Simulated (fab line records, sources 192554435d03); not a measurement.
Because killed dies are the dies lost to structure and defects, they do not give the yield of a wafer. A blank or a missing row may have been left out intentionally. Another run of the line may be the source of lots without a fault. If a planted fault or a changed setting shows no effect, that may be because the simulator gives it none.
Which tool did it? / flow n5 finfet / at 1 step of a route of 1938, 10 lots with 30 wafers sampled

== WHAT THE GAUGES SHOWED, per wafer ==
N5_MOL_CONTACT_COAG_OVL_MEAS_09.
lot=L075; measured=day 5 02:07; on=overlay-02; CA_OVL (nm)=0.6 -0.2 1.1
lot=L077; measured=day 5 13:46; on=overlay-01; CA_OVL (nm)=1.0 -0.1 0.0
lot=L079; measured=day 5 22:22; on=overlay-01; CA_OVL (nm)=0.6 0.8 -0.2
lot=L081; measured=day 6 10:42; on=overlay-01; CA_OVL (nm)=-0.3 0.2 0.3
lot=L083; measured=day 6 23:01; on=overlay-02; CA_OVL (nm)=0.5 0.5 0.9
lot=L085; measured=day 7 11:04; on=overlay-01; CA_OVL (nm)=-0.3 1.0 0.9
lot=L087; measured=day 8 01:19; on=overlay-01; CA_OVL (nm)=0.1 0.3 -0.4
lot=L089; measured=day 8 12:58; on=overlay-01; CA_OVL (nm)=0.7 0.5 0.1
lot=L092; measured=day 9 06:37; on=overlay-01; CA_OVL (nm)=1.2 -0.3 0.5
lot=L094; measured=day 9 16:46; on=overlay-01; CA_OVL (nm)=0.9 1.4 1.2

== EACH LOT AND THE TOOL THAT RAN IT (in order: tool; ch and the chambers of the sampled wafers; start) ==
There is no process step in the record ahead of these readings.

== THE ANSWER, worked out from the rows above alone ==
Rule: what is usual is taken from the lots themselves. Put in order of their means at a reading, lots are off if they are a third of the lots or fewer, leave a main group of 4 or more, and stand apart from it by a gap of 3 or more times the standard deviation of the main group's means; of several such gaps the widest counts. A main group is skipped when, at the precision printed for the reading in the tables above, its means are all equal. A lot without any number at a reading at which 4 lots or more have one is off too. Any other lot the step has rows for is counted as sound.
Nothing can be told from this: no lot is off at any reading shown.

== WHAT WAS PUT IN BY THE SIMULATOR ==
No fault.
